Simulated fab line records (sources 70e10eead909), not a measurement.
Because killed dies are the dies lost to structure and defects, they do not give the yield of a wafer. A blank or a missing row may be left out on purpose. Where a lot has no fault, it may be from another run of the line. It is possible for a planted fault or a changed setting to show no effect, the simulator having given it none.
fab line records	flow nand-harc
[record] lots = 24	wafers = 72	last-day = 33
route steps=1302 shown P_CONTACT@237 P_M1@317 P_BONDPAD@367 A_ONON_D1@433
lots with no fault: from the same line, run without faults
start-h: start of the lot's first displayed wafer, in hours after the record's first day	wait-h: hours from the lot's prior step to this one	" as in the row above	L1.1+2: a single row standing in for several wafers	- either no value or no given start	* or withheld: withheld	< > ~ a bound
route shown NAME@n: a module of which the file shows steps, and the number in the route of the first	usual: average and standard deviation across the fault-free wafers	same: alike in all rows	chamber/n: place in a boat	sites: readings site by site	_std_site: the standard deviation of these	_edge_site: inner sites' mean taken away from outer sites' mean	radius-mm: how far each site lies from the wafer's centre	mask NAME#n: copy n	behind: the most recent tool/chamber to have shaped the wafer	hold: why the lot was held/for how many hours/how that ended	device: the transistor (n, p or np) that didn't switch	end of line: tests run on the same wafers once the route is complete	a step given without rows: its recipe and nothing more	killed: dies lost to structure and defects at the first sort, not the wafer's yield	map: dies across one wafer; x = killed, . = not, _ = none there
set.NAME: the run value of the setting; set.NAME@STEP: its run value at that earlier step	model.NAME: the simulator's own value behind a step, which no gauge read
route steps across a sampled set of lots; one table per step, one row per wafer
services: from which hour (start-h, from the record's first day; less than 0 if before it) a tool's chamber was out of use, for how many hours, and why
[[steps]]
[step NHARC_P_CONTACT_ETCH_36]
[recipe] target-depth-a = 2600	over-etch-frac = 0.25	time-s = 406.25	ion-energy-ev = 200	n2-flow-sccm = 150	h2-flow-sccm = 150	ar-flow-sccm = 0	rf-w = 400	bias-w = 150	chemistry = N2/H2
[usual] drypump-motor-current-A = 6.1/0.34	oes-product-au = 1.005/0.011	rf-vpp-V = 431.1/2.5	showerhead-plenum-p-Torr = 2.07/0.087	throttle-valve-pct = 14.172/0.0089
lot.wafer	tool	chamber	start-h	wait-h	drypump-motor-current-A	oes-product-au	rf-hours-counter-h	rf-vpp-V	showerhead-plenum-p-Torr	throttle-valve-pct
L074.2	rie-diel-08	3	-	-	6.0	1.021	4.3	433.8	2.17	14.168
L074.4	"	0	"	"	5.5	1.012	4.3	431.1	2.00	14.172
L074.6	"	2	"	"	6.7	1.021	-	429.3	2.04	14.177
L076.3	rie-diel-03	0	-	-	6.2	1.006	0.6	430.5	2.02	14.180
L076.2	"	3	"	"	6.4	0.986	0.6	428.0	1.95	14.175
L076.5	"	0	"	"	6.2	0.997	-	431.3	2.02	14.172
L075.4	rie-diel-08	2	-	-	6.7	1.028	4.5	429.9	2.04	14.160
L075.2	"	1	"	"	6.0	1.018	4.7	430.9	2.07	14.164
L075.6	"	2	"	"	6.7	1.022	-	430.7	2.04	14.195
L077.4	rie-diel-05	3	-	-	6.0	0.986	1.6	435.8	2.20	14.170
L077.3	"	1	"	"	6.3	0.995	2.7	427.2	1.92	14.167
L077.1	"	2	"	"	6.7	1.013	2.7	432.5	2.12	14.167
L078.1	rie-diel-03	3	-	-	6.3	0.995	1.3	427.9	1.95	14.179
L078.6	"	0	"	"	6.2	1.000	-	429.9	2.02	14.176
L078.5	"	1	"	"	5.8	1.008	-	434.6	2.14	14.162
L079.2	rie-diel-08	1	-	-	6.0	1.010	6.8	431.4	2.07	14.154
L079.6	"	2	"	"	6.7	1.029	-	430.0	2.04	14.156
L079.5	"	3	"	"	6.0	1.007	-	434.2	2.17	14.170
L081.1	rie-diel-05	1	-	-	6.4	0.996	3.6	427.9	1.92	14.173
L081.3	"	0	"	"	5.8	0.993	2.7	433.6	2.16	14.166
L081.6	"	2	"	"	6.6	1.002	-	432.3	2.12	14.179
L080.3	rie-diel-08	3	-	-	6.0	1.019	8.4	434.7	2.17	14.171
L080.2	"	0	"	"	5.5	1.010	8.0	429.5	2.00	14.172
L080.1	"	2	"	"	6.7	1.014	8.5	430.4	2.04	14.164
L082.2	rie-diel-05	2	-	-	6.6	1.018	4.4	433.9	2.12	14.180
L082.4	"	0	"	"	5.8	0.993	3.4	434.2	2.16	14.167
L082.6	"	2	"	"	6.6	1.005	-	432.5	2.12	14.165
L083.4	rie-diel-08	2	-	-	6.7	1.017	0.3	429.7	2.04	14.159
L083.2	"	3	"	"	6.0	1.010	0.3	434.9	2.17	14.173
L083.5	"	3	"	"	6.0	0.999	-	433.8	2.17	14.154
L084.3	rie-diel-05	2	-	-	6.6	1.009	5.1	433.4	2.12	14.176
L084.1	"	0	"	"	5.8	0.990	3.9	433.7	2.16	14.162
L084.6	"	1	"	"	6.4	1.000	-	427.1	1.92	14.179
L085.1	rie-diel-03	2	-	-	6.3	0.999	2.6	430.5	2.01	14.174
L085.2	"	3	"	"	6.4	0.997	2.4	426.7	1.95	14.172
L085.6	"	1	"	"	5.9	1.006	-	432.9	2.14	14.180
L086.4	rie-diel-08	3	-	-	6.0	1.003	2.9	434.8	2.17	14.186
L086.6	"	3	"	"	6.0	1.009	-	432.1	2.17	14.154
L086.5	"	0	"	"	5.5	1.016	-	428.3	2.00	14.165
L088.1	rie-diel-05	0	-	-	5.8	1.004	0.5	434.4	2.16	14.177
L088.3	"	3	"	"	6.0	1.001	0.4	435.5	2.20	14.177
L088.5	"	1	"	"	6.4	1.009	-	427.5	1.92	14.171
L087.3	rie-diel-03	2	-	-	6.4	1.011	3.3	430.6	2.01	14.171
L087.6	"	0	"	"	6.2	1.011	-	429.9	2.02	14.172
L087.5	"	2	"	"	6.3	1.012	-	430.3	2.01	14.183
L089.2	rie-diel-05	1	-	-	6.4	0.993	0.9	427.5	1.92	14.177
L089.4	"	1	"	"	6.4	0.996	-	425.7	1.92	14.181
L089.6	"	3	"	"	6.0	1.002	-	435.0	2.20	14.173
L090.1	rie-diel-05	1	-	-	6.4	0.993	1.4	428.1	1.92	14.167
L090.6	"	0	"	"	5.8	0.995	-	433.9	2.16	14.174
L090.4	"	1	"	"	6.4	0.999	-	427.8	1.92	14.166
L091.2	rie-diel-08	2	-	-	6.8	1.031	5.1	432.1	2.04	14.165
L091.6	"	0	"	"	5.5	1.014	-	429.1	1.99	14.184
L091.5	"	1	"	"	5.9	0.991	-	431.6	2.07	14.171
L092.1	rie-diel-03	3	-	-	6.3	0.999	0.5	428.0	1.95	14.178
L092.3	"	0	"	"	6.2	0.996	0.5	429.5	2.02	14.189
L092.5	"	2	"	"	6.3	1.011	-	429.5	2.01	14.169
L093.3	rie-diel-03	2	-	-	6.3	1.007	0.9	428.6	2.01	14.181
L093.4	"	3	"	"	6.4	0.986	0.9	430.1	1.95	14.183
L093.5	"	2	"	"	6.4	1.004	-	427.4	2.01	14.164
L094.3	rie-diel-08	3	-	-	6.0	1.001	6.1	433.8	2.17	14.172
L094.6	"	0	"	"	5.6	1.017	-	428.3	1.99	14.175
L094.5	"	1	"	"	6.0	1.004	-	432.3	2.07	14.172
L095.2	rie-diel-03	3	-	-	6.4	0.986	1.4	428.0	1.95	14.179
L095.1	"	2	"	"	6.3	1.008	1.6	431.0	2.01	14.160
L095.6	"	3	"	"	6.3	1.001	-	428.6	1.95	14.158
L096.2	rie-diel-08	0	-	-	5.5	1.025	8.4	428.3	1.99	14.181
L096.5	"	2	"	"	6.7	1.017	-	430.0	2.04	14.167
L096.6	"	3	"	"	6.0	0.993	-	435.1	2.17	14.163
L097.3	rie-diel-03	0	-	-	6.2	0.993	2.0	430.4	2.02	14.173
L097.4	"	1	"	"	5.8	1.007	2.1	432.4	2.14	14.171
L097.6	"	0	"	"	6.2	0.997	-	430.3	2.02	14.176
[step NHARC_P_CONTACT_STRIP_28]
[recipe] o2-flow-sccm = 500	ar-flow-sccm = 0	bias-w = 0	chemistry = O2
[usual] drypump-motor-current-A = 6.2/0.33	oes-product-au = 1.005/0.01	rf-vpp-V = 57.9/0.94	showerhead-plenum-p-Torr = 3.58/0.15	throttle-valve-pct = 17.036/0.0088
lot.wafer	tool	chamber	start-h	wait-h	drypump-motor-current-A	oes-product-au	rf-hours-counter-h	rf-vpp-V	showerhead-plenum-p-Torr	throttle-valve-pct
L074.4	rie-diel-05	1	122.78	0.1	6.4	1.006	2.3	57.5	3.34	17.046
L074.2	"	2	"	"	6.6	1.011	2.3	57.4	3.66	17.037
L074.6	"	2	"	"	6.6	1.003	-	57.9	3.66	17.031
L076.2	rie-diel-03	1	134.44	0.1	5.9	1.012	0.8	56.8	3.68	17.027
L076.3	"	3	"	"	6.4	0.991	0.8	58.9	3.39	17.057
L076.5	"	1	"	"	5.9	1.005	-	58.5	3.68	17.031
L075.2	rie-diel-03	3	134.92	0.1	6.4	0.988	0.8	58.9	3.39	17.020
L075.4	"	1	"	"	5.8	1.004	0.8	57.3	3.68	17.027
L075.6	"	3	"	"	6.4	0.993	-	55.9	3.39	17.039
L077.1	rie-diel-03	1	148.85	0.1	5.9	1.006	1.0	58.1	3.68	17.044
L077.3	"	2	"	"	6.3	1.008	0.8	56.2	3.48	17.049
L077.4	"	3	"	"	6.4	0.992	1.0	58.3	3.39	17.040
L078.1	rie-diel-05	2	162.92	0.1	6.6	1.006	2.9	58.6	3.66	17.053
L078.6	"	0	"	"	5.9	0.991	-	58.6	3.72	17.023
L078.5	"	1	"	"	6.4	1.005	-	58.6	3.34	17.032
L079.2	rie-diel-05	3	167.69	0.1	6.0	0.978	2.2	58.0	3.78	17.041
L079.5	"	2	"	"	6.6	1.010	-	57.5	3.66	17.031
L079.6	"	3	"	"	6.0	0.980	-	57.6	3.79	17.037
L081.3	rie-diel-03	1	183.66	0.1	5.8	1.016	1.9	57.8	3.68	17.052
L081.1	"	0	"	"	6.2	1.006	1.9	58.6	3.50	17.031
L081.6	"	2	"	"	6.3	1.008	-	57.1	3.48	17.023
L080.1	rie-diel-05	2	184.44	0.1	6.6	1.012	3.8	60.1	3.65	17.046
L080.3	"	3	"	"	6.0	0.987	2.8	58.7	3.78	17.053
L080.2	"	0	"	"	5.8	1.001	2.9	57.5	3.72	17.034
L082.2	rie-diel-08	2	205.57	0.1	6.7	1.023	0.2	57.6	3.53	17.040
L082.4	"	3	"	"	6.0	1.010	0.2	58.9	3.73	17.022
L082.6	"	2	"	"	6.7	1.021	-	58.4	3.53	17.028
L083.2	rie-diel-08	3	207.01	0.1	6.0	1.016	0.6	57.6	3.73	17.048
L083.4	"	0	"	"	5.5	1.025	0.4	58.1	3.46	17.032
L083.5	"	2	"	"	6.7	1.023	-	57.9	3.53	17.045
L084.3	rie-diel-03	1	222.34	0.1	5.8	1.011	2.6	57.0	3.68	17.022
L084.1	"	2	"	"	6.4	0.996	2.4	57.8	3.48	17.036
L084.6	"	3	"	"	6.4	0.989	-	56.7	3.39	17.045
L085.1	rie-diel-05	2	226.34	0.1	6.6	1.009	5.4	57.5	3.65	17.043
L085.2	"	0	"	"	5.8	0.995	4.2	57.9	3.72	17.026
L085.6	"	2	"	"	6.6	1.004	-	58.2	3.65	17.040
L086.4	rie-diel-08	1	236.85	0.1	6.0	0.998	3.4	57.8	3.58	17.043
L086.5	"	3	"	"	6.0	1.010	-	57.6	3.73	17.029
L086.6	"	0	"	"	5.5	1.018	-	58.0	3.46	17.029
L088.1	rie-diel-05	0	267.50	0.1	5.8	0.991	0.9	58.8	3.72	17.025
L088.3	"	3	"	"	6.0	1.003	0.7	56.7	3.78	17.036
L088.5	"	1	"	"	6.4	1.011	-	57.5	3.34	17.035
L087.3	rie-diel-05	1	268.12	0.1	6.3	0.993	0.8	58.0	3.34	17.036
L087.6	"	3	"	"	6.0	0.997	-	59.1	3.78	17.038
L087.5	"	0	"	"	5.8	1.002	-	58.3	3.72	17.030
L089.2	rie-diel-08	0	276.90	0.1	5.5	1.018	5.6	58.6	3.46	17.041
L089.4	"	1	"	"	6.0	0.998	5.5	57.0	3.58	17.033
L089.6	"	0	"	"	5.6	1.021	-	56.2	3.46	17.033
L090.4	rie-diel-08	2	282.24	0.1	6.7	1.014	4.6	57.2	3.53	17.030
L090.1	"	1	"	"	5.9	0.998	5.5	57.0	3.58	17.046
L090.6	"	2	"	"	6.7	1.023	-	58.0	3.53	17.032
L091.2	rie-diel-05	1	294.84	0.1	6.4	1.000	1.9	58.0	3.34	17.044
L091.6	"	0	"	"	5.8	1.006	-	60.2	3.72	17.035
L091.5	"	1	"	"	6.4	1.011	-	57.4	3.34	17.040
L092.3	rie-diel-05	1	299.74	0.1	6.4	1.014	2.2	56.8	3.34	17.044
L092.1	"	3	"	"	6.0	1.004	2.1	58.4	3.78	17.037
L092.5	"	3	"	"	6.0	1.000	-	59.3	3.78	17.024
L093.3	rie-diel-05	3	309.54	0.1	6.0	1.003	2.3	58.4	3.78	17.030
L093.5	"	3	"	"	6.0	1.003	-	59.6	3.78	17.037
L093.4	"	1	"	"	6.4	0.996	-	56.6	3.34	17.034
L094.3	rie-diel-03	0	321.86	0.1	6.2	1.000	1.1	58.3	3.50	17.047
L094.5	"	2	"	"	6.3	1.006	-	58.1	3.48	17.049
L094.6	"	3	"	"	6.4	0.991	-	55.4	3.38	17.036
L095.2	rie-diel-08	0	332.10	0.1	5.5	1.025	8.2	59.0	3.46	17.046
L095.1	"	3	"	"	6.0	1.000	6.4	57.4	3.73	17.031
L095.6	"	0	"	"	5.5	1.027	-	57.7	3.46	17.033
L096.2	rie-diel-05	2	341.30	0.1	6.6	1.011	1.0	57.3	3.65	17.038
L096.5	"	1	"	"	6.3	1.003	-	57.6	3.34	17.038
L096.6	"	2	"	"	6.6	1.003	-	58.0	3.65	17.029
L097.4	rie-diel-08	3	347.88	0.1	6.0	1.007	7.0	59.6	3.73	17.049
L097.3	"	0	"	"	5.6	1.020	8.8	58.8	3.46	17.039
L097.6	"	0	"	"	5.6	1.027	-	58.1	3.46	17.031
[step NHARC_P_CONTACT_PVD_32]
[recipe] target-thk-a = 50	chamber-pressure-pa = 5	power-w = 5000	substrate-temp-c = 200	time-s = 17.7	material = Ti
[usual] cathode-dc-power-W = 5000.0/0.93	throttle-valve-pct = 29.5/1.2
lot.wafer	tool	chamber	start-h	wait-h	cathode-dc-power-W	throttle-valve-pct
L074.4	pvd-sputter-02	-	-	-	4998.2	28.1
L074.2	"	-	"	"	5000.1	29.5
L074.6	"	-	"	"	5000.9	28.5
L076.2	pvd-sputter-01	-	-	-	4999.5	28.8
L076.3	"	-	"	"	4999.3	30.9
L076.5	"	-	"	"	5001.4	31.0
L075.4	pvd-sputter-03	-	-	-	4999.5	30.5
L075.2	"	-	"	"	5001.0	27.4
L075.6	"	-	"	"	5000.7	30.5
L077.4	pvd-sputter-01	-	-	-	4999.3	28.9
L077.3	"	-	"	"	4999.9	30.9
L077.1	"	-	"	"	5001.1	27.1
L078.1	pvd-sputter-02	-	-	-	5000.0	30.1
L078.5	"	-	"	"	4998.7	29.9
L078.6	"	-	"	"	4999.3	31.3
L079.2	pvd-sputter-01	-	-	-	4999.9	30.8
L079.5	"	-	"	"	5000.3	30.5
L079.6	"	-	"	"	4999.8	27.3
L081.1	pvd-sputter-02	-	-	-	5000.3	29.7
L081.3	"	-	"	"	4999.6	30.0
L081.6	"	-	"	"	5000.2	29.5
L080.1	pvd-sputter-02	-	-	-	4999.8	28.5
L080.2	"	-	"	"	4999.3	29.6
L080.3	"	-	"	"	4998.4	30.0
L082.4	pvd-sputter-02	-	-	-	4998.8	31.2
L082.2	"	-	"	"	4998.7	28.3
L082.6	"	-	"	"	5000.5	29.5
L083.2	pvd-sputter-03	-	-	-	5000.9	30.4
L083.4	"	-	"	"	5000.3	30.5
L083.5	"	-	"	"	5001.0	30.5
L084.3	pvd-sputter-02	-	-	-	5001.1	30.0
L084.1	"	-	"	"	4999.4	31.3
L084.6	"	-	"	"	4999.8	29.7
L085.1	pvd-sputter-02	-	-	-	5002.3	28.5
L085.2	"	-	"	"	5000.0	30.1
L085.6	"	-	"	"	4999.8	28.1
L086.4	pvd-sputter-02	-	-	-	5000.7	30.0
L086.5	"	-	"	"	5000.3	29.5
L086.6	"	-	"	"	5001.5	30.2
L088.1	pvd-sputter-01	-	-	-	5001.7	27.6
L088.3	"	-	"	"	4999.4	28.3
L088.5	"	-	"	"	4999.6	31.1
L087.3	pvd-sputter-03	-	-	-	5000.8	28.6
L087.6	"	-	"	"	5000.2	28.6
L087.5	"	-	"	"	4999.3	30.2
L089.4	pvd-sputter-02	-	-	-	5000.3	30.0
L089.2	"	-	"	"	4998.9	31.7
L089.6	"	-	"	"	5001.7	28.4
L090.1	pvd-sputter-01	-	-	-	5001.0	27.8
L090.4	"	-	"	"	5001.2	28.2
L090.6	"	-	"	"	4998.7	31.1
L091.2	pvd-sputter-01	-	-	-	4999.2	27.9
L091.5	"	-	"	"	4998.9	29.0
L091.6	"	-	"	"	5001.5	31.3
L092.1	pvd-sputter-01	-	-	-	5000.7	28.0
L092.3	"	-	"	"	5000.4	28.9
L092.5	"	-	"	"	4999.2	27.8
L093.3	pvd-sputter-01	-	-	-	5000.7	31.0
L093.4	"	-	"	"	4999.5	27.7
L093.5	"	-	"	"	4998.0	31.3
L094.3	pvd-sputter-02	-	-	-	4998.1	30.0
L094.5	"	-	"	"	4999.0	28.0
L094.6	"	-	"	"	4998.4	29.1
L095.1	pvd-sputter-02	-	-	-	4999.5	30.2
L095.2	"	-	"	"	5000.0	30.6
L095.6	"	-	"	"	5000.5	29.3
L096.2	pvd-sputter-03	-	-	-	4999.1	28.3
L096.6	"	-	"	"	5000.7	31.5
L096.5	"	-	"	"	5000.0	28.4
L097.4	pvd-sputter-01	-	-	-	5000.3	31.1
L097.3	"	-	"	"	5000.0	27.7
L097.6	"	-	"	"	5000.6	28.5
[step NHARC_P_M1_DEP_33]
[recipe] target-thk-a = 300	temp-c = 370	target-thk-nm = 30	pressure-torr = 3	flow-sccm = 200	rf-w = 450	material = SiCN
[usual] heater-power-w = 595/78
lot.wafer	tool	chamber	start-h	wait-h	heater-power-w
L074.2	pecvd-03	1	132.67	0.1	637
L074.6	"	1	"	"	637
L074.4	"	2	"	"	565
L076.3	pecvd-03	0	144.38	0.1	600
L076.2	"	2	"	"	498
L076.5	"	0	"	"	596
L075.2	pecvd-03	1	145.19	0.1	616
L075.6	"	1	"	"	615
L075.4	"	2	"	"	552
L077.3	pecvd-01	1	158.77	0.1	484
L077.1	"	2	"	"	630
L077.4	"	1	"	"	499
L078.1	pecvd-01	0	172.82	0.1	696
L078.6	"	0	"	"	686
L078.5	"	1	"	"	506
L079.2	pecvd-01	0	177.81	0.1	730
L079.6	"	1	"	"	439
L079.5	"	0	"	"	748
L081.1	pecvd-01	1	193.71	0.1	495
L081.3	"	2	"	"	639
L081.6	"	1	"	"	512
L080.1	pecvd-01	2	194.55	0.1	676
L080.2	"	0	"	"	740
L080.3	"	1	"	"	463
L082.2	pecvd-01	0	215.37	0.1	702
L082.6	"	0	"	"	722
L082.4	"	1	"	"	500
L083.2	pecvd-03	2	216.98	0.1	519
L083.5	"	0	"	"	602
L083.4	"	1	"	"	590
L084.3	pecvd-04	2	232.23	0.1	647
L084.1	"	0	"	"	516
L084.6	"	1	"	"	596
L085.1	pecvd-03	2	236.22	0.1	544
L085.2	"	0	"	"	611
L085.6	"	2	"	"	539
L086.5	pecvd-01	1	247.05	0.2	476
L086.6	"	2	"	"	601
L086.4	"	0	"	"	682
L088.3	pecvd-01	1	277.91	0.1	450
L088.1	"	2	"	"	632
L088.5	"	0	"	"	697
L087.3	pecvd-03	2	278.95	0.1	551
L087.6	"	1	"	"	611
L087.5	"	0	"	"	608
L089.2	pecvd-01	2	287.05	0.1	660
L089.6	"	0	"	"	719
L089.4	"	1	"	"	448
L090.1	pecvd-04	1	292.35	0.1	659
L090.6	"	0	"	"	483
L090.4	"	2	"	"	571
L091.2	pecvd-04	2	304.76	0.1	645
L091.6	"	1	"	"	668
L091.5	"	2	"	"	643
L092.3	pecvd-01	2	309.78	0.1	654
L092.1	"	0	"	"	676
L092.5	"	1	"	"	430
L093.3	pecvd-03	1	319.74	0.1	643
L093.4	"	0	"	"	585
L093.5	"	1	"	"	512
L094.3	pecvd-04	2	331.91	0.1	656
L094.6	"	1	"	"	671
L094.5	"	2	"	"	638
L095.1	pecvd-03	2	342.28	0.1	539
L095.2	"	0	"	"	501
L095.6	"	1	"	"	593
L096.2	pecvd-01	2	351.50	0.1	646
L096.6	"	2	"	"	658
L096.5	"	0	"	"	682
L097.3	pecvd-04	1	358.10	0.1	611
L097.6	"	2	"	"	660
L097.4	"	0	"	"	559
[step NHARC_P_BONDPAD_DESCUM_11]
[recipe] time-s = 3	o2-flow-sccm = 200	ar-flow-sccm = 0	bias-power-w = 0	chemistry = O2
[usual] drypump-motor-current-A = 5.9/0.53	oes-product-au = 1.005/0.012	rf-vpp-V = 57.8/0.81	showerhead-plenum-p-Torr = 1.91/0.064	throttle-valve-pct = 11.312/0.0096
lot.wafer	tool	chamber	start-h	wait-h	drypump-motor-current-A	oes-product-au	rf-hours-counter-h	rf-vpp-V	showerhead-plenum-p-Torr	throttle-valve-pct
L074.4	rie-diel-09	1	138.40	-	5.5	1.020	9.8	59.0	1.91	11.318
L074.2	"	2	"	"	6.3	1.013	9.1	57.9	1.95	11.321
L074.6	"	0	"	"	4.9	0.992	-	56.3	1.79	11.315
L076.3	rie-diel-08	1	150.26	-	6.0	1.023	5.7	57.8	1.94	11.307
L076.2	"	2	"	"	6.7	1.025	5.6	58.6	1.91	11.322
L076.5	"	0	"	"	5.5	1.006	-	58.2	1.87	11.315
L075.4	rie-diel-08	3	150.91	-	6.0	1.004	5.9	58.4	2.03	11.310
L075.2	"	0	"	"	5.5	1.011	5.7	57.4	1.87	11.313
L075.6	"	1	"	"	6.0	1.024	-	57.7	1.95	11.298
L077.1	rie-diel-08	0	164.76	-	5.5	1.020	6.4	57.6	1.87	11.326
L077.3	"	1	"	"	6.0	1.012	6.7	56.9	1.94	11.319
L077.4	"	3	"	"	6.0	1.004	6.7	57.7	2.03	11.326
L078.1	rie-diel-08	2	178.71	-	6.7	1.017	8.1	57.4	1.91	11.302
L078.6	"	3	"	"	6.0	1.006	-	57.8	2.03	11.310
L078.5	"	0	"	"	5.6	1.000	-	57.6	1.87	11.319
L079.2	rie-diel-09	1	183.83	-	5.4	0.991	2.0	59.5	1.91	11.311
L079.5	"	0	"	"	4.9	1.001	-	56.9	1.79	11.309
L079.6	"	1	"	"	5.4	1.003	-	56.3	1.91	11.310
L081.1	rie-diel-03	2	199.71	-	6.4	1.007	2.0	58.1	1.89	11.293
L081.3	"	0	"	"	6.2	1.000	2.1	57.1	1.90	11.303
L081.6	"	2	"	"	6.3	1.017	-	59.4	1.89	11.309
L080.3	rie-diel-03	2	200.72	-	6.3	1.014	2.1	58.2	1.89	11.325
L080.2	"	0	"	"	6.2	0.999	2.2	58.1	1.90	11.306
L080.1	"	1	"	"	5.8	1.015	2.3	58.4	2.00	11.298
L082.4	rie-diel-08	1	221.08	-	6.0	1.011	1.7	58.2	1.94	11.319
L082.2	"	3	"	"	6.0	1.018	1.8	58.9	2.03	11.290
L082.6	"	2	"	"	6.7	1.022	-	57.6	1.91	11.310
L083.2	rie-diel-09	1	222.91	-	5.4	0.991	3.7	59.2	1.91	11.314
L083.4	"	2	"	"	6.3	0.988	3.9	58.5	1.95	11.309
L083.5	"	0	"	"	4.9	1.001	-	57.0	1.79	11.314
L084.1	rie-diel-08	3	238.19	-	6.0	0.997	3.2	57.5	2.03	11.310
L084.3	"	1	"	"	5.9	0.996	3.5	58.4	1.94	11.335
L084.6	"	3	"	"	6.0	1.002	-	59.1	2.03	11.324
L085.2	rie-diel-09	1	241.99	-	5.4	0.990	4.1	58.9	1.91	11.306
L085.1	"	2	"	"	6.4	0.995	4.0	58.1	1.95	11.321
L085.6	"	0	"	"	4.9	0.996	-	57.8	1.79	11.302
L086.4	rie-diel-03	0	253.41	-	6.2	1.001	3.3	57.9	1.90	11.319
L086.5	"	0	"	"	6.2	0.998	-	56.7	1.90	11.302
L086.6	"	1	"	"	5.8	1.014	-	58.8	2.00	11.325
L088.3	rie-diel-09	0	284.09	-	4.9	1.001	6.7	59.5	1.79	11.320
L088.1	"	2	"	"	6.3	1.007	6.3	58.4	1.95	11.315
L088.5	"	1	"	"	5.5	1.009	-	57.3	1.91	11.321
L087.3	rie-diel-09	3	284.68	-	5.2	0.994	7.2	58.6	1.87	11.316
L087.5	"	1	"	"	5.4	0.990	-	58.1	1.91	11.309
L087.6	"	2	"	"	6.3	0.992	-	57.0	1.95	11.321
L089.2	rie-diel-08	0	292.90	-	5.5	1.020	5.9	58.3	1.87	11.321
L089.4	"	3	"	"	6.0	0.993	5.1	59.5	2.03	11.301
L089.6	"	0	"	"	5.5	1.014	-	57.0	1.87	11.323
L090.4	rie-diel-09	2	298.10	-	6.3	0.998	7.2	57.0	1.95	11.334
L090.1	"	3	"	"	5.2	0.996	8.3	57.0	1.87	11.299
L090.6	"	3	"	"	5.2	0.996	-	58.9	1.88	11.297
L091.2	rie-diel-08	0	310.72	-	5.5	1.021	7.4	57.3	1.87	11.331
L091.5	"	0	"	"	5.5	1.014	-	57.7	1.87	11.312
L091.6	"	1	"	"	6.0	0.998	-	57.5	1.94	11.307
L092.1	rie-diel-08	1	315.56	-	6.0	1.001	7.3	57.7	1.94	11.318
L092.3	"	2	"	"	6.7	1.024	6.4	56.1	1.91	11.321
L092.5	"	1	"	"	6.0	1.006	-	58.8	1.94	11.320
L093.4	rie-diel-08	0	325.59	-	5.5	1.021	8.0	57.4	1.87	11.315
L093.3	"	1	"	"	6.0	1.007	7.8	58.8	1.94	11.315
L093.5	"	1	"	"	5.9	0.998	-	56.6	1.94	11.319
L094.3	rie-diel-03	2	338.15	-	6.3	0.999	1.9	56.4	1.88	11.326
L094.5	"	3	"	"	6.3	0.990	-	58.3	1.83	11.298
L094.6	"	0	"	"	6.2	0.995	-	56.1	1.90	11.316
L095.1	rie-diel-09	0	348.41	-	4.9	0.987	2.1	57.8	1.79	11.299
L095.2	"	2	"	"	6.3	0.981	2.0	58.3	1.95	11.303
L095.6	"	0	"	"	4.9	0.994	-	57.5	1.79	11.309
L096.2	rie-diel-03	3	357.40	-	6.4	0.993	2.4	57.4	1.83	11.308
L096.5	"	1	"	"	5.8	1.006	-	57.9	2.00	11.311
L096.6	"	2	"	"	6.3	1.002	-	57.0	1.88	11.313
L097.4	rie-diel-03	1	364.16	-	5.9	1.008	2.8	58.6	2.00	11.306
L097.3	"	3	"	"	6.3	0.996	2.5	58.5	1.83	11.313
L097.6	"	0	"	"	6.2	0.992	-	56.2	1.90	11.312
[step NHARC_A_ONON_D1_THK_MEAS_14]
[recipe] thk-meas-gauge = ellipsometry
[usual] thk-nm = 999/12
lot.wafer	tool	chamber	start-h	wait-h	thk-nm
L074.2	film-metro-01	-	166.26	-	1017
L074.4	"	-	"	"	1018
L074.6	"	-	"	"	1016
L075.2	film-metro-01	-	179.44	-	991
L075.4	"	-	"	"	988
L075.6	"	-	"	"	988
L076.2	film-metro-02	-	179.45	-	1008
L076.3	"	-	"	"	1007
L076.5	"	-	"	"	1007
L077.1	film-metro-01	-	196.16	-	992
L077.3	"	-	"	"	992
L077.4	"	-	"	"	992
L078.1	film-metro-02	-	208.60	-	992
L078.5	"	-	"	"	994
L078.6	"	-	"	"	994
L079.2	film-metro-01	-	212.39	-	1000
L079.5	"	-	"	"	1001
L079.6	"	-	"	"	1000
L080.1	film-metro-02	-	230.08	-	995
L080.2	"	-	"	"	997
L080.3	"	-	"	"	993
L081.1	film-metro-02	-	230.15	-	996
L081.3	"	-	"	"	997
L081.6	"	-	"	"	997
L082.2	film-metro-01	-	248.98	-	982
L082.4	"	-	"	"	984
L082.6	"	-	"	"	983
L083.2	film-metro-02	-	249.07	-	1003
L083.4	"	-	"	"	1002
L083.5	"	-	"	"	1004
L084.1	film-metro-01	-	266.77	-	992
L084.3	"	-	"	"	990
L084.6	"	-	"	"	990
L085.1	film-metro-01	-	273.91	-	993
L085.2	"	-	"	"	994
L085.6	"	-	"	"	996
L086.4	film-metro-02	-	281.49	-	996
L086.5	"	-	"	"	997
L086.6	"	-	"	"	995
L087.3	film-metro-02	-	312.80	-	987
L087.5	"	-	"	"	983
L087.6	"	-	"	"	985
L088.1	film-metro-01	-	312.81	-	972
L088.3	"	-	"	"	973
L088.5	"	-	"	"	971
L089.2	film-metro-02	-	321.51	-	1000
L089.4	"	-	"	"	1000
L089.6	"	-	"	"	998
L090.1	film-metro-02	-	328.30	-	1006
L090.4	"	-	"	"	1009
L090.6	"	-	"	"	1007
L091.2	film-metro-01	-	338.64	-	987
L091.5	"	-	"	"	988
L091.6	"	-	"	"	986
L092.1	film-metro-02	-	344.44	-	1009
L092.3	"	-	"	"	1007
L092.5	"	-	"	"	1009
L093.3	film-metro-01	-	354.05	-	1009
L093.4	"	-	"	"	1010
L093.5	"	-	"	"	1010
L094.3	film-metro-02	-	372.17	-	1013
L094.5	"	-	"	"	1011
L094.6	"	-	"	"	1014
L095.1	film-metro-01	-	377.11	-	1018
L095.2	"	-	"	"	1017
L095.6	"	-	"	"	1019
L096.2	film-metro-01	-	387.25	-	999
L096.5	"	-	"	"	1000
L096.6	"	-	"	"	998
L097.3	film-metro-02	-	391.93	-	1017
L097.4	"	-	"	"	1016
L097.6	"	-	"	"	1016
[[services]]
tool	chamber	start-h	hours	kind
rie-diel-03	-	104.30	9.0	pm
pvd-sputter-02	-	108.08	10.0	pm
rie-diel-05	3	111.32	11.1	repair
rie-diel-03	2	114.87	2.6	repair
rie-diel-05	-	123.58	0.1	repair
pecvd-01	-	130.00	13.0	pm
rie-diel-08	1	170.52	16.8	repair
rie-diel-03	3	176.54	7.5	repair
rie-diel-05	0	190.28	3.3	repair
rie-diel-08	-	190.80	9.0	pm
rie-diel-05	-	195.86	0.9	repair
rie-diel-03	-	202.97	1.0	repair
pvd-sputter-01	-	226.00	10.0	pm
rie-diel-05	-	229.60	9.0	pm
pvd-sputter-02	-	260.43	9.8	repair
rie-diel-03	1	265.91	2.6	repair
rie-diel-05	2	269.35	35.1	repair
rie-diel-05	3	270.57	4.6	repair
rie-diel-03	-	281.30	9.0	pm
pvd-sputter-02	-	286.08	10.0	pm
rie-diel-08	3	299.46	7.4	repair
rie-diel-05	0	306.86	3.9	repair
pecvd-01	-	311.00	13.0	pm
pvd-sputter-02	-	342.96	7.3	repair
[[key]]
fault none
